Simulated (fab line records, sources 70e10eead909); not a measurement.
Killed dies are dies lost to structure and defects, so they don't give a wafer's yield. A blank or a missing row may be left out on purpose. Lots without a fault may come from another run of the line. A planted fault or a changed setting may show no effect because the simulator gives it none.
Which tool did it? | flow nand_harc | 12 lots, 36 wafers sampled, at 1 step of a route of 1302

WHAT THE GAUGES READ, wafer by wafer
NHARC_P_M2_THK_MEAS_24: measures by xrf.
lot  | measured     | on            | thk_nm (nm)
L075 | day 6 22:40  | film_metro-01 | 144.8 146.0 146.1
L077 | day 7 14:55  | film_metro-01 | 143.7 144.8 143.9
L079 | day 8 21:01  | film_metro-02 | 144.4 144.3 147.8
L081 | day 9 17:52  | film_metro-02 | 141.5 143.5 144.9
L083 | day 10 11:04 | film_metro-02 | 143.1 146.0 141.9
L085 | day 10 20:34 | film_metro-02 | 146.2 145.7 147.0
L087 | day 12 00:10 | film_metro-01 | 143.7 144.1 144.8
L089 | day 12 13:23 | film_metro-02 | 143.9 145.0 146.8
L091 | day 13 15:20 | film_metro-01 | 141.3 143.0 146.0
L093 | day 14 07:53 | film_metro-01 | 143.9 144.0 143.8
L095 | day 15 14:37 | film_metro-02 | 143.9 145.9 145.4
L097 | day 16 08:16 | film_metro-01 | 142.1 145.5 142.9

WHICH TOOL RAN EACH LOT (tool, then ch and the chambers of the sampled wafers, then the start)
The record holds no process step before these readings.

THE ANSWER, worked out from the rows above alone
Rule: what is usual is taken from the lots themselves. Put in order of their means at a reading, lots are off if they are a third of the lots or fewer, leave a main group of 4 or more, and stand apart from it by a gap of 3 or more times the standard deviation of the main group's means; of several such gaps the widest counts. A main group whose means are all the same, to the digits that the tables above print for the reading, isn't used. A lot without any number at a reading at which 4 lots or more have one is off too. The other lots that the step has rows for count as sound.
No lot is off at any reading shown: from this, nothing can be told.

WHAT THE SIMULATOR HAD PUT IN
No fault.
